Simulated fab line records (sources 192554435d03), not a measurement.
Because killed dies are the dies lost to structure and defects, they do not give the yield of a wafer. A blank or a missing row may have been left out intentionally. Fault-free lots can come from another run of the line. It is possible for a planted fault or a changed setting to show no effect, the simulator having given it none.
fab line records :: flow n5_finfet
record:
  lots: 4
  wafers: 12
  last_day: 16
route steps=1938 shown MOL_CONTACT_COAG@551
lots with no fault: from the same line, run without faults
start_h: the number of hours between the record's first day and the start of the first shown wafer of the lot :: wait_h: hours elapsed since this lot's preceding step :: " identical to the entry in the row above :: L1.1+2: several wafers, shown together as one row :: - no value, or no start was given :: * or withheld: withheld :: < > ~ a bound
route shown NAME@n: a module of which the file shows steps, and the number in the route of the first :: usual: mean/standard deviation taken from wafers without a fault :: same: alike in all rows :: chamber/n: place in a boat :: sites: each site's reading :: _std_site: standard deviation of those values :: _edge_site: mean of outer sites minus mean of inner sites :: radius_mm: how far each site lies from the wafer's centre :: mask NAME#n: copy n :: behind: the tool/chamber that last shaped the wafer :: hold: why the lot was held/for how many hours/how that ended :: device: whichever transistor did not switch (one of n, p or np) :: end of line: tests of these same wafers at the route's end :: a step with no rows: only its recipe :: killed: dies lost to structure and defects at the first sort, not the wafer's yield :: map: a wafer's dies, x killed, . not, _ none there
set.NAME: setting as actually run; set.NAME@STEP: the setting as run at that earlier step :: model.NAME: the simulator's own value behind a step, which no gauge read
a table for each step, a row for each wafer; lots at some steps of the route
services: the hour from which a tool's chamber was out of use, counted from the record's first day as start_h (under 0 if before that day), plus the number of hours and why
== steps ==
step: N5_MOL_CONTACT_COAG_SPUTTER_130
recipe:
  material: Co
  target_thk_a: 475
  temp_c: 25
  chamber_pressure_pa: 0.5
  power_w: 3000
step: N5_MOL_CONTACT_COAG_PRECLEAN_125
recipe:
  chemistry: DIW
  time_s: 57.5
  temp_c: 23
step: N5_MOL_CONTACT_COAG_SRD_126
recipe:
  dry_time_s: 32
  dry: n2_spin
  spin_rpm: 1500
step: N5_MOL_CONTACT_COAG_CMP_23
recipe:
  stop_on: SiO2
  t_overpolish_s: 1.5
  post_cmp_clean: cu_alkaline
  down_force_psi: 2
  platen_rpm: 50.289
  pad_velocity_m_s: 1.0006
  target_thk_nm: 0
step: N5_MOL_CONTACT_COAG_WET_ETCH_26
recipe:
  target: Co
  target_depth_nm: 13
step: N5_MOL_CONTACT_COAG_WET_ETCH_116
recipe:
  chemistry: SC1-inhibited
  target_depth_nm: 4.6
  dry: ipa_marangoni
  rinse_time_s: 30
  rinse_temp_c: 23
step: N5_MOL_CONTACT_COAG_ALD_27
recipe:
  material: SiOC
  target_thk_a: 170
  temp_c: 400
  ald_precursor_family: carbosiloxane
  ald_co_reactant: H2-plasma
  pulse_time_s: 1.5
  time_s: 2720
  purge_time_s: 2
  co_reactant_purge_time_s: 2
  ald_cycles: 340
  pressure_torr: 2
step: N5_MOL_CONTACT_COAG_CMP_28
recipe:
  stop_on: SiNx
  t_overpolish_s: 0.85
  post_cmp_clean: alkaline_brush
  down_force_psi: 4.15
  platen_rpm: 51.8
  pad_velocity_m_s: 1.0307
  target_thk_nm: 14.522
step: N5_MOL_CONTACT_COAG_ALD_123
recipe:
  material: SiNx
  target_thk_a: 50
  temp_c: 400
  ald_precursor_family: SiH2I2
  ald_co_reactant: N2/H2-plasma
  pulse_time_s: 1
  purge_time_s: 2
  co_reactant_purge_time_s: 2
  ald_cycles: 100
  pressure_torr: 2
step: N5_MOL_CONTACT_COAG_PECVD_31
recipe:
  material: SiO2
  target_thk_a: 460
  temp_c: 400
  precursor: TEOS/O2
  pressure_torr: 6.5
  rf_w: withheld
  teos_flow_sccm: withheld
  gas: O2
  flow_sccm: 2650
  time_s: 8.9
usual:
  susceptor_temp_C: 399.98/0.23
lot.wafer: L942.3
tool: pecvd-02
chamber: 1
start_h: 119.27
wait_h: 0.3
susceptor_temp_C: 400.35
model.SiO2_of_MOL_CONTACT_COAG_PECVD_31.thk_nm: 45.6

lot.wafer: L942.4
tool: pecvd-02
chamber: 1
start_h: 119.27
wait_h: 0.3
susceptor_temp_C: 399.99
model.SiO2_of_MOL_CONTACT_COAG_PECVD_31.thk_nm: 46.4

lot.wafer: L942.5
tool: pecvd-02
chamber: 0
start_h: 119.27
wait_h: 0.3
susceptor_temp_C: 399.82
model.SiO2_of_MOL_CONTACT_COAG_PECVD_31.thk_nm: 46.4

lot.wafer: L950.1
tool: pecvd-02
chamber: 0
start_h: 174.10
wait_h: 0.3
susceptor_temp_C: 399.62
model.SiO2_of_MOL_CONTACT_COAG_PECVD_31.thk_nm: 46

lot.wafer: L950.2
tool: pecvd-02
chamber: 2
start_h: 174.10
wait_h: 0.3
susceptor_temp_C: 400.01
model.SiO2_of_MOL_CONTACT_COAG_PECVD_31.thk_nm: 45

lot.wafer: L950.4
tool: pecvd-02
chamber: 2
start_h: 174.10
wait_h: 0.3
susceptor_temp_C: 400.12
model.SiO2_of_MOL_CONTACT_COAG_PECVD_31.thk_nm: 45.6

lot.wafer: L954.4
tool: pecvd-02
chamber: 1
start_h: 194.27
wait_h: 0.3
susceptor_temp_C: 413.82
model.SiO2_of_MOL_CONTACT_COAG_PECVD_31.thk_nm: 42.2

lot.wafer: L954.5
tool: pecvd-02
chamber: 0
start_h: 194.27
wait_h: 0.3
susceptor_temp_C: 414.44
model.SiO2_of_MOL_CONTACT_COAG_PECVD_31.thk_nm: 42.4

lot.wafer: L954.6
tool: pecvd-02
chamber: 2
start_h: 194.27
wait_h: 0.3
susceptor_temp_C: 413.71
model.SiO2_of_MOL_CONTACT_COAG_PECVD_31.thk_nm: 42

lot.wafer: L956.1
tool: pecvd-02
chamber: 2
start_h: 206.56
wait_h: 0.3
susceptor_temp_C: 414.29
model.SiO2_of_MOL_CONTACT_COAG_PECVD_31.thk_nm: 41.2

lot.wafer: L956.3
tool: pecvd-02
chamber: 0
start_h: 206.56
wait_h: 0.3
susceptor_temp_C: 413.79
model.SiO2_of_MOL_CONTACT_COAG_PECVD_31.thk_nm: 42.2

lot.wafer: L956.6
tool: pecvd-02
chamber: 2
start_h: 206.56
wait_h: 0.3
susceptor_temp_C: 414.06
model.SiO2_of_MOL_CONTACT_COAG_PECVD_31.thk_nm: 42.4
step: N5_MOL_CONTACT_COAG_COAT_75
recipe:
  resist: SOC
  temp_c: 250
  time_s: 60
  spin_rpm: 1500
  resist_thk_nm: 60
step: N5_MOL_CONTACT_COAG_COAT_76
recipe:
  resist: SiARC
  temp_c: 220
  time_s: 60
  spin_rpm: 1500
  resist_thk_nm: 10
step: N5_MOL_CONTACT_COAG_COAT_77
recipe:
  resist: underlayer
  temp_c: 205
  time_s: 60
  spin_rpm: 1500
  resist_thk_nm: 10
step: N5_MOL_CONTACT_COAG_COAT_78
recipe:
  resist: CAR-EUV
  spin_rpm: 1500
  resist_thk_nm: 40
step: N5_MOL_CONTACT_COAG_EBR_80
recipe:
  solvent: PGMEA
  ebr_width_mm: 1.5
step: N5_MOL_CONTACT_COAG_SOFTBAKE_79
recipe:
  temp_c: 110
  time_s: 60
  resist: CAR-EUV
step: N5_MOL_CONTACT_COAG_EXPOSE_81
recipe:
  mask_id: VG
  na: 0.33
  source_shape: annular
  sigma_inner: 0.3
  sigma_outer: 0.7
  polarization: unpolarized
  defocus_nm: 0
  dose_mj: 59.5
step: N5_MOL_CONTACT_COAG_PEB_82
recipe:
  peb_temp_c: 100
  peb_time_s: 60
  resist: CAR-EUV
step: N5_MOL_CONTACT_COAG_DEVELOP_83
recipe:
  develop_time_s: 30
  developer: TMAH
  resist: CAR-EUV
  rinse_liquid: surfactant_rinse
  dry: air_spin
  dev_temp_c: 23
step: N5_MOL_CONTACT_COAG_DESCUM_88
recipe:
  chemistry: O2
  time_s: 7
  source_power_w: 50
  bias_power_w: 20
  pressure_mtorr: 20
  rf_frequency_hz: 2.712e+07
  temp_c: 40
  resist: CAR-EUV
  o2_flow_sccm: 225
step: N5_MOL_CONTACT_COAG_ETCH_89
recipe:
  chemistry: N2/H2
  target: underlayer
  target_depth_a: 130
  mask_material: CAR-EUV
  time_s: 10.4
  ion_energy_ev: 200
  pressure_mtorr: 30
  source_w: 840
  bias_w: 150
  n2_flow_sccm: 200
  h2_flow_sccm: 200
  ends: cleared
step: N5_MOL_CONTACT_COAG_ETCH_90
recipe:
  chemistry: CF4
  target: SiARC
  target_depth_a: 130
  mask_material: CAR-EUV
  time_s: 21.7
  ion_energy_ev: 80
  pressure_mtorr: 40
  source_w: 545
  bias_w: 36
  Ar_flow_sccm: 100
  cf4_flow_sccm: 100
  ends: cleared
step: N5_MOL_CONTACT_COAG_ALD_131
recipe:
  material: SiO2
  target_thk_a: 50
  temp_c: 100
  ald_precursor_family: BDEAS
  ald_co_reactant: O2-plasma
  pulse_time_s: 1
  co_reactant_pulse_time_s: 1
  purge_time_s: 2
  co_reactant_purge_time_s: 2
  ald_cycles: 35
  pressure_torr: 2
step: N5_MOL_CONTACT_COAG_ETCHBACK_132
recipe:
  chemistry: CHF3
  target: SiO2
  target_depth_a: 100
  time_s: 6.7
  ion_energy_ev: 200
  pressure_mtorr: 30
  source_w: 610
  bias_w: 170
  Ar_flow_sccm: 200
  CHF3_flow_sccm: 50
step: N5_MOL_CONTACT_COAG_ETCH_91
recipe:
  chemistry: N2/H2
  target: SOC
  target_depth_a: 600
  overetch_a: 210
  mask_material: SiARC
  temp_c: 40
  time_s: 101.2
  ion_energy_ev: 200
  pressure_mtorr: 30
  source_w: 840
  bias_w: 150
  n2_flow_sccm: 200
  h2_flow_sccm: 200
step: N5_MOL_CONTACT_COAG_STRIP_92
recipe:
  chemistry: N2/H2
  temp_c: 40
  n2_flow_sccm: 200
  h2_flow_sccm: 200
  rf_frequency_hz: 6e+07
step: N5_MOL_CONTACT_COAG_STRIP_93
recipe:
  chemistry: N2/H2
  temp_c: 40
  n2_flow_sccm: 200
  h2_flow_sccm: 200
  rf_frequency_hz: 6e+07
step: N5_MOL_CONTACT_COAG_ETCHBACK_135
recipe:
  chemistry: CHF3
  target: SiO2
  target_depth_a: 250
  time_s: 16.7
  ion_energy_ev: 200
  pressure_mtorr: 30
  source_w: 610
  bias_w: 170
  Ar_flow_sccm: 200
  CHF3_flow_sccm: 50
step: N5_MOL_CONTACT_COAG_STRIP_118
recipe:
  chemistry: CHF3
  resist: SiARC
  rf_frequency_hz: 6e+07
step: N5_MOL_CONTACT_COAG_VIA_ETCH_46
recipe:
  chemistry: C4F6/O2
  target_depth_a: 460
  overetch_a: 92
  mask_material: SOC
  target: SiO2
  bias_w: 455
  pressure_mtorr: 10
  time_s: 40
  source_w: 325
  Ar_flow_sccm: 300
  C4F6_flow_sccm: 10
  O2_flow_sccm: 10
  ion_energy_ev: 575.3
  ends: end_point
usual:
  C4F6_flow_sccm: 10.001/0.027
  O2_flow_sccm: 10.001/0.029
  drypump_motor_current_A: 5.7/0.64
  oes_ar_750_au: 0.78/0.072
  oes_product_au: 0.69/0.064
  rf_vpp_V: 1572/25
  showerhead_plenum_p_Torr: 2.79/0.082
  throttle_valve_pct: 40.7/0.32
lot.wafer: L942.3
tool: rie_diel-05
chamber: 3
start_h: 120.50
wait_h: 0.0
C4F6_flow_sccm: 9.992
O2_flow_sccm: 10.028
drypump_motor_current_A: 6.7
oes_ar_750_au: 0.75
oes_product_au: 0.66
rf_hours_counter_h: 184
rf_vpp_V: 1545
showerhead_plenum_p_Torr: 2.71
throttle_valve_pct: 41.4
model.etch.depth_nm: 45.63

lot.wafer: L942.4
tool: rie_diel-05
chamber: 0
start_h: 120.50
wait_h: 0.0
C4F6_flow_sccm: 9.960
O2_flow_sccm: 10.009
drypump_motor_current_A: 5.3
oes_ar_750_au: 0.69
oes_product_au: 0.63
rf_hours_counter_h: -
rf_vpp_V: 1612
showerhead_plenum_p_Torr: 2.91
throttle_valve_pct: 40.4
model.etch.depth_nm: 46.35

lot.wafer: L942.5
tool: rie_diel-05
chamber: 3
start_h: 120.50
wait_h: 0.0
C4F6_flow_sccm: 10.017
O2_flow_sccm: 9.996
drypump_motor_current_A: 6.7
oes_ar_750_au: 0.75
oes_product_au: 0.66
rf_hours_counter_h: -
rf_vpp_V: 1543
showerhead_plenum_p_Torr: 2.71
throttle_valve_pct: 41.4
model.etch.depth_nm: 46.38

lot.wafer: L950.1
tool: rie_diel-06
chamber: 0
start_h: 175.03
wait_h: 0.0
C4F6_flow_sccm: 9.973
O2_flow_sccm: 9.962
drypump_motor_current_A: 6.4
oes_ar_750_au: 0.74
oes_product_au: 0.67
rf_hours_counter_h: 160
rf_vpp_V: 1537
showerhead_plenum_p_Torr: 2.72
throttle_valve_pct: 41.1
model.etch.depth_nm: 46.07

lot.wafer: L950.2
tool: rie_diel-06
chamber: 2
start_h: 175.03
wait_h: 0.0
C4F6_flow_sccm: 10.062
O2_flow_sccm: 10.034
drypump_motor_current_A: 5.3
oes_ar_750_au: 0.83
oes_product_au: 0.74
rf_hours_counter_h: 63
rf_vpp_V: 1604
showerhead_plenum_p_Torr: 2.75
throttle_valve_pct: 40.6
model.etch.depth_nm: 45.06

lot.wafer: L950.4
tool: rie_diel-06
chamber: 3
start_h: 175.03
wait_h: 0.0
C4F6_flow_sccm: 10.021
O2_flow_sccm: 10.040
drypump_motor_current_A: 4.8
oes_ar_750_au: 0.78
oes_product_au: 0.69
rf_hours_counter_h: -
rf_vpp_V: 1550
showerhead_plenum_p_Torr: 2.74
throttle_valve_pct: 40.7
model.etch.depth_nm: 45.55

lot.wafer: L954.4
tool: rie_diel-06
chamber: 1
start_h: 195.65
wait_h: 0.0
C4F6_flow_sccm: 9.997
O2_flow_sccm: 9.956
drypump_motor_current_A: 5.8
oes_ar_750_au: 0.95
oes_product_au: 0.83
rf_hours_counter_h: 2
rf_vpp_V: 1574
showerhead_plenum_p_Torr: 2.89
throttle_valve_pct: 40.2
model.etch.depth_nm: 42.14

lot.wafer: L954.5
tool: rie_diel-06
chamber: 2
start_h: 195.65
wait_h: 0.0
C4F6_flow_sccm: 9.969
O2_flow_sccm: 10.025
drypump_motor_current_A: 5.4
oes_ar_750_au: 0.82
oes_product_au: 0.70
rf_hours_counter_h: -
rf_vpp_V: 1605
showerhead_plenum_p_Torr: 2.75
throttle_valve_pct: 40.6
model.etch.depth_nm: 42.5

lot.wafer: L954.6
tool: rie_diel-06
chamber: 3
start_h: 195.65
wait_h: 0.0
C4F6_flow_sccm: 9.986
O2_flow_sccm: 9.970
drypump_motor_current_A: 4.8
oes_ar_750_au: 0.77
oes_product_au: 0.65
rf_hours_counter_h: -
rf_vpp_V: 1550
showerhead_plenum_p_Torr: 2.73
throttle_valve_pct: 40.6
model.etch.depth_nm: 42.05

lot.wafer: L956.1
tool: rie_diel-05
chamber: 1
start_h: 207.77
wait_h: 0.0
C4F6_flow_sccm: 10.042
O2_flow_sccm: 10.002
drypump_motor_current_A: 5.9
oes_ar_750_au: 0.83
oes_product_au: 0.69
rf_hours_counter_h: 76
rf_vpp_V: 1579
showerhead_plenum_p_Torr: 2.76
throttle_valve_pct: 41.0
model.etch.depth_nm: 41.3

lot.wafer: L956.3
tool: rie_diel-05
chamber: 3
start_h: 207.77
wait_h: 0.0
C4F6_flow_sccm: 10.027
O2_flow_sccm: 10.015
drypump_motor_current_A: 6.7
oes_ar_750_au: 0.72
oes_product_au: 0.61
rf_hours_counter_h: 214
rf_vpp_V: 1542
showerhead_plenum_p_Torr: 2.69
throttle_valve_pct: 41.4
model.etch.depth_nm: 42.27

lot.wafer: L956.6
tool: rie_diel-05
chamber: 2
start_h: 207.77
wait_h: 0.0
C4F6_flow_sccm: 10.002
O2_flow_sccm: 10.019
drypump_motor_current_A: 5.6
oes_ar_750_au: 0.76
oes_product_au: 0.66
rf_hours_counter_h: -
rf_vpp_V: 1585
showerhead_plenum_p_Torr: 2.86
throttle_valve_pct: 41.1
model.etch.depth_nm: 42.44
step: N5_MOL_CONTACT_COAG_STRIP_96
recipe:
  chemistry: N2/H2
  power_w: 500
  temp_c: 40
  pressure_mtorr: 50
  rf_frequency_hz: 6e+07
  overash_fraction: 0.3
  bias_power_w: 28
  h2_frac: 0.5
  n2_flow_sccm: 300
  h2_flow_sccm: 300
step: N5_MOL_CONTACT_COAG_ETCH_47
recipe:
  chemistry: CH3F/O2
  target: SiNx
  target_depth_a: 270
  mask_material: SiO2
  stop_on: W
  over_etch_frac: 0.2
  ion_energy_ev: 120
  endpoint: OES-CN
  pressure_mtorr: 30
  source_w: 395
  bias_w: 73
  Ar_flow_sccm: 150
  CH3F_flow_sccm: 30
  O2_flow_sccm: 20
  ends: end_point
step: N5_MOL_CONTACT_COAG_STRIP_119
recipe:
  chemistry: N2/H2
  time_s: 30
  power_w: 1000
  temp_c: 250
  pressure_mtorr: withheld
  n2_flow_sccm: 1750
  h2_flow_sccm: 3250
step: N5_MOL_CONTACT_COAG_PRECLEAN_144
recipe:
  chemistry: alkaline_clean
  temp_c: 60
  time_s: 60
  do_ppb: 50
step: N5_MOL_CONTACT_COAG_SRD_145
recipe:
  dry: ipa_marangoni
  time_s: 30
  temp_c: 23
  rinse_liquid: diw
step: N5_MOL_CONTACT_COAG_CMP_52
recipe:
  stop_on: SiO2
  t_overpolish_s: 1.5
  post_cmp_clean: w_dilute_nh4oh
  down_force_psi: 4
  platen_rpm: 50.289
  pad_velocity_m_s: 1.0006
  target_thk_nm: 66.5
usual:
  motor_current_A: 12.2/1.4
lot.wafer: L942.4
tool: cmp-01
chamber: 1
start_h: 122.57
wait_h: 0.0
motor_current_A: 13.1
model.SiO2_of_MOL_CONTACT_COAG_PECVD_31.thk_nm: 44.2

lot.wafer: L942.3
tool: cmp-01
chamber: 0
start_h: 122.57
wait_h: 0.0
motor_current_A: 10.4
model.SiO2_of_MOL_CONTACT_COAG_PECVD_31.thk_nm: 43.6

lot.wafer: L942.5
tool: cmp-01
chamber: 2
start_h: 122.57
wait_h: 0.0
motor_current_A: 13.1
model.SiO2_of_MOL_CONTACT_COAG_PECVD_31.thk_nm: 44.4

lot.wafer: L950.2
tool: cmp-04
chamber: 2
start_h: 177.33
wait_h: 0.0
motor_current_A: 12.7
model.SiO2_of_MOL_CONTACT_COAG_PECVD_31.thk_nm: 43

lot.wafer: L950.4
tool: cmp-04
chamber: 3
start_h: 177.33
wait_h: 0.0
motor_current_A: 13.9
model.SiO2_of_MOL_CONTACT_COAG_PECVD_31.thk_nm: 43.4

lot.wafer: L950.1
tool: cmp-04
chamber: 0
start_h: 177.33
wait_h: 0.0
motor_current_A: 13.4
model.SiO2_of_MOL_CONTACT_COAG_PECVD_31.thk_nm: 44

lot.wafer: L954.4
tool: cmp-01
chamber: 2
start_h: 198.04
wait_h: 0.0
motor_current_A: 12.2
model.SiO2_of_MOL_CONTACT_COAG_PECVD_31.thk_nm: 40

lot.wafer: L954.5
tool: cmp-01
chamber: 2
start_h: 198.04
wait_h: 0.0
motor_current_A: 12.8
model.SiO2_of_MOL_CONTACT_COAG_PECVD_31.thk_nm: 40.4

lot.wafer: L954.6
tool: cmp-01
chamber: 3
start_h: 198.04
wait_h: 0.0
motor_current_A: 14.4
model.SiO2_of_MOL_CONTACT_COAG_PECVD_31.thk_nm: 40

lot.wafer: L956.3
tool: cmp-04
chamber: 1
start_h: 210.36
wait_h: 0.0
motor_current_A: 10.6
model.SiO2_of_MOL_CONTACT_COAG_PECVD_31.thk_nm: 40.2

lot.wafer: L956.1
tool: cmp-04
chamber: 0
start_h: 210.36
wait_h: 0.0
motor_current_A: 13.4
model.SiO2_of_MOL_CONTACT_COAG_PECVD_31.thk_nm: 39.2

lot.wafer: L956.6
tool: cmp-04
chamber: 1
start_h: 210.36
wait_h: 0.0
motor_current_A: 10.7
model.SiO2_of_MOL_CONTACT_COAG_PECVD_31.thk_nm: 40.4
step: N5_MOL_CONTACT_COAG_THK_MEAS_53
recipe:
  reads: SiO2_of_MOL_CONTACT_COAG_PECVD_31
usual:
  VIA_MOL_THK: 44.0/0.55
lot.wafer: L942.3
tool: film_metro-02
chamber: -
start_h: 122.87
wait_h: -
VIA_MOL_THK[nm]: 43.6

lot.wafer: L942.4
tool: film_metro-02
chamber: -
start_h: 122.87
wait_h: -
VIA_MOL_THK[nm]: 44.2

lot.wafer: L942.5
tool: film_metro-02
chamber: -
start_h: 122.87
wait_h: -
VIA_MOL_THK[nm]: 44.3

lot.wafer: L950.1
tool: film_metro-02
chamber: -
start_h: 177.62
wait_h: -
VIA_MOL_THK[nm]: 44.0

lot.wafer: L950.2
tool: film_metro-02
chamber: -
start_h: 177.62
wait_h: -
VIA_MOL_THK[nm]: 43.0

lot.wafer: L950.4
tool: film_metro-02
chamber: -
start_h: 177.62
wait_h: -
VIA_MOL_THK[nm]: 43.6

lot.wafer: L954.4
tool: film_metro-01
chamber: -
start_h: 198.34
wait_h: -
VIA_MOL_THK[nm]: 40.0

lot.wafer: L954.5
tool: film_metro-01
chamber: -
start_h: 198.34
wait_h: -
VIA_MOL_THK[nm]: 40.4

lot.wafer: L954.6
tool: film_metro-01
chamber: -
start_h: 198.34
wait_h: -
VIA_MOL_THK[nm]: 40.0

lot.wafer: L956.1
tool: film_metro-01
chamber: -
start_h: 210.65
wait_h: -
VIA_MOL_THK[nm]: 39.2

lot.wafer: L956.3
tool: film_metro-01
chamber: -
start_h: 210.65
wait_h: -
VIA_MOL_THK[nm]: 40.3

lot.wafer: L956.6
tool: film_metro-01
chamber: -
start_h: 210.65
wait_h: -
VIA_MOL_THK[nm]: 40.4
== services ==
tool: cmp-01
chamber: -
start_h: 103.65
hours: 8.3
kind: pm

tool: rie_diel-05
chamber: 2
start_h: 106.14
hours: 16.1
kind: repair

tool: rie_diel-05
chamber: 1
start_h: 116.27
hours: 3.7
kind: repair

tool: rie_diel-06
chamber: 2
start_h: 128.59
hours: 2.3
kind: repair

tool: rie_diel-05
chamber: 0
start_h: 156.68
hours: 4.6
kind: repair

tool: rie_diel-06
chamber: 1
start_h: 173.05
hours: -
kind: clean

tool: rie_diel-06
chamber: 1
start_h: 173.05
hours: -
kind: consumable_replace:focus_ring

tool: rie_diel-06
chamber: 1
start_h: 173.05
hours: 16.4
kind: scheduled_down

tool: rie_diel-06
chamber: 1
start_h: 173.05
hours: 16.4
kind: vent_cycle

tool: rie_diel-06
chamber: 0
start_h: 176.57
hours: 2.9
kind: repair

tool: cmp-04
chamber: -
start_h: 182.02
hours: 4.5
kind: repair

tool: pecvd-02
chamber: -
start_h: 192.70
hours: 1.1
kind: repair

tool: rie_diel-06
chamber: 1
start_h: 199.25
hours: 14.5
kind: repair

tool: rie_diel-06
chamber: -
start_h: 209.18
hours: 0.3
kind: repair

tool: rie_diel-06
chamber: -
start_h: 210.01
hours: 4.8
kind: repair
== key ==
first_sign:
  step: N5_MOL_CONTACT_COAG_PECVD_31
  reading: susceptor_temp_C
  direction: up
  sigmas: 62
  usual: *
  struck: *
effect:
  step: N5_MOL_CONTACT_COAG_THK_MEAS_53
  reading: VIA_MOL_THK
  direction: down
  sigmas: 7.2
  usual: 44.0
  struck: 40.0
model_effect:
  step: N5_MOL_CONTACT_COAG_PECVD_31
  value: SiO2_of_MOL_CONTACT_COAG_PECVD_31.thk_nm
  without: 46.23
  struck: 42.07
model_effect:
  step: N5_MOL_CONTACT_COAG_VIA_ETCH_46
  value: etch.depth_nm
  without: 46.19
  struck: 42.12
model_effect:
  step: N5_MOL_CONTACT_COAG_CMP_52
  value: SiO2_of_MOL_CONTACT_COAG_PECVD_31.thk_nm
  without: 44.13
  struck: 40.03
met_at N5_MOL_CONTACT_COAG_PECVD_31
struck_wafers L954.4,L954.5,L954.6,L956.1,L956.3,L956.6
rows_end L954.4,L954.5,L954.6,L956.1,L956.3,L956.6
onset_between 174.10 194.27
fault:
  kind: process_parameter_drift
  tool: pecvd-02
  chamber: -
  onset_h: 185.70
  steps: N5_MOL_CONTACT_COAG_PECVD_31
  channel: temp_c
  offset: *
  shape: step
  acts_in: *
  stated: *
rows_end: these wafers met a further fault down the route, and their rows from its step on are left out
